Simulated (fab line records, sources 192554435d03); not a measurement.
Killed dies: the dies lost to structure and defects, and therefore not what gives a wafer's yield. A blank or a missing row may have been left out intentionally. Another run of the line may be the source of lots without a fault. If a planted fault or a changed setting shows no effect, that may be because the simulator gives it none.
Matching of chambers + flow n5_finfet + N5_BEOL_M9_STRIP_36 on rie_diel-02: 4 sister chambers
The step strips in N2/H2. 4 wafers are shown with their chamber, then 7 later ones without.

== WAFERS, EACH WITH ITS CHAMBER ==
| wafer  | chamber | drypump_motor_current_A (A) |
|--------|---------|-----------------------------|
| L088.3 | 3       | 6.4                         |
| L088.6 | 2       | 5.8                         |
| L089.3 | 1       | 5.2                         |
| L089.4 | 0       | 6.0                         |

== WAFERS MISSING THEIR CHAMBER ==
| wafer  | drypump_motor_current_A (A) |
|--------|-----------------------------|
| L089.6 | 5.2                         |
| L096.1 | 5.8                         |
| L096.2 | 5.2                         |
| L096.3 | 5.9                         |
| L097.2 | 6.4                         |
| L097.4 | 6.4                         |
| L097.6 | 5.2                         |

== WHICH CHAMBER EACH ONE RAN IN ==
| wafer  | from the rows above     | in truth |
|--------|-------------------------|----------|
| L089.6 | 1                       | 1        |
| L096.1 | 2                       | 2        |
| L096.2 | 1                       | 1        |
| L096.3 | can't be placed: 0 or 2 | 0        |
| L097.2 | 3                       | 3        |
| L097.4 | 3                       | 3        |
| L097.6 | 1                       | 1        |
6 of 7 placed correctly. From these rows, 1 cannot be placed; in 1 the true chamber is one of the candidates. Wrongly placed: 0.
How it was worked out, from the rows above alone: a wafer's distance from a chamber is the root of the sum, over the readings, of the square of ((its reading less the chamber's mean) divided by the reading's scatter). If the next closest chamber is less than 2 further off than the closest, the wafer can't be placed; otherwise it belongs to the closest. A chamber's mean is the mean of its shown wafers. The scatter (one wafer shown for each chamber): square how far every hidden wafer sits from the nearest shown wafer, average those squares and take the square root.
